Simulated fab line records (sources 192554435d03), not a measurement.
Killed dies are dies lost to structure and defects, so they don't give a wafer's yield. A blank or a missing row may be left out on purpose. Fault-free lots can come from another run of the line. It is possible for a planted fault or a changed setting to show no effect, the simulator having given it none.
One fault seen from 2 desks | flow n5 finfet | numbers are kept per desk, each desk with only its own; the story behind them comes last

== AT THE METROLOGY DESK ==
Means of the sampled wafers that have a number, per lot and without regard to the tool the lot ran on: this is what the gauges read. Marked OUT: a lot whose mean sits more than 4 standard deviations from the usual mean, which makes it out of limits; the brackets give that distance. It has 16 readings; the 7 that lie furthest out on some lot are the ones shown.
Columns: A = IOFF_P_85C at N5_BEOL_M4_RC_MEAS_101, usual 3.7 nA/um; B = IOFF_P_LIN at N5_BEOL_M4_RC_MEAS_101, usual 0.101 nA/um; C = IOFF_P_LONG at N5_BEOL_M4_RC_MEAS_101, usual 0.000107 nA/um; D = ION_P at N5_BEOL_M4_RC_MEAS_101, usual 461 uA/um; E = VT_P at N5_BEOL_M4_RC_MEAS_101, usual -250.0 mV; F = VT_P_LONG at N5_BEOL_M4_RC_MEAS_101, usual -274.8 mV; G = VT_P_LVT at N5_BEOL_M4_RC_MEAS_101, usual -98.8 mV
lot  | first seen here | A   | B     | C        | D   | E      | F      | G
L887 | day 5 10:31     | 4.4 | 0.121 | 0.000117 | 473 | -244.4 | -270.5 | -92.9
L889 | day 6 11:23     | 3.7 | 0.103 | 0.000108 | 460 | -248.8 | -274.6 | -98.7
L893 | day 7 03:53     | 4.1 | 0.109 | 0.000105 | 462 | -249.2 | -274.3 | -98.2
L894 | day 7 10:49     | 2.9 | 0.076 | 0.000086 | 443 | -257.6 | -283.3 | -107.3
L895 | day 7 13:06     | 3.3 | 0.088 | 0.000093 | 450 | -255.1 | -281.2 | -101.1
L897 | day 7 22:56     | 3.7 | 0.104 | 0.000110 | 466 | -247.1 | -273.1 | -100.3
L902 | day 9 08:57     | 3.9 | 0.107 | 0.000108 | 460 | -247.9 | -273.3 | -96.9
L903 | day 9 13:25     | 4.0 | 0.110 | 0.000112 | 462 | -248.6 | -274.6 | -95.4
L905 | day 10 02:23    | 3.9 | 0.107 | 0.000106 | 466 | -250.6 | -275.2 | -99.4
This desk's finding: nothing out of limits on any of the 9 lots.

== TOOL OWNER'S DESK, ald metal-01 ==
The tool's own readings at N5_HKMG_FIN_ALD_36 (deposits TiN, target thk 1 nm, pulse time 1 s, purge time 3 s): means of the sampled wafers that have a number, for each lot that ran on this tool. Marked OUT: a lot whose mean sits more than 4 standard deviations from the usual mean, which makes it out of limits; the brackets give that distance.
Columns: A = heater power w at N5_HKMG_FIN_ALD_36, usual 906 W; B = precursor pulse height rel at N5_HKMG_FIN_ALD_36, usual 1.002
lot  | first seen here | A   | B
L887 | day 5 09:29     | 965 | 1.010
L889 | day 5 20:54     | 927 | 1.009
L893 | day 7 02:51     | 965 | 0.985
L894 | day 7 09:46     | 869 | 1.000
L895 | day 7 12:04     | 910 | 0.989
This desk's finding: nothing out of limits on any of the 5 lots.

== PUT TOGETHER ==
At the metrology desk, nothing out of limits was observed.
The desk of the tool owner found nothing out of limits.

== WHAT THE SIMULATOR PUT IN ==
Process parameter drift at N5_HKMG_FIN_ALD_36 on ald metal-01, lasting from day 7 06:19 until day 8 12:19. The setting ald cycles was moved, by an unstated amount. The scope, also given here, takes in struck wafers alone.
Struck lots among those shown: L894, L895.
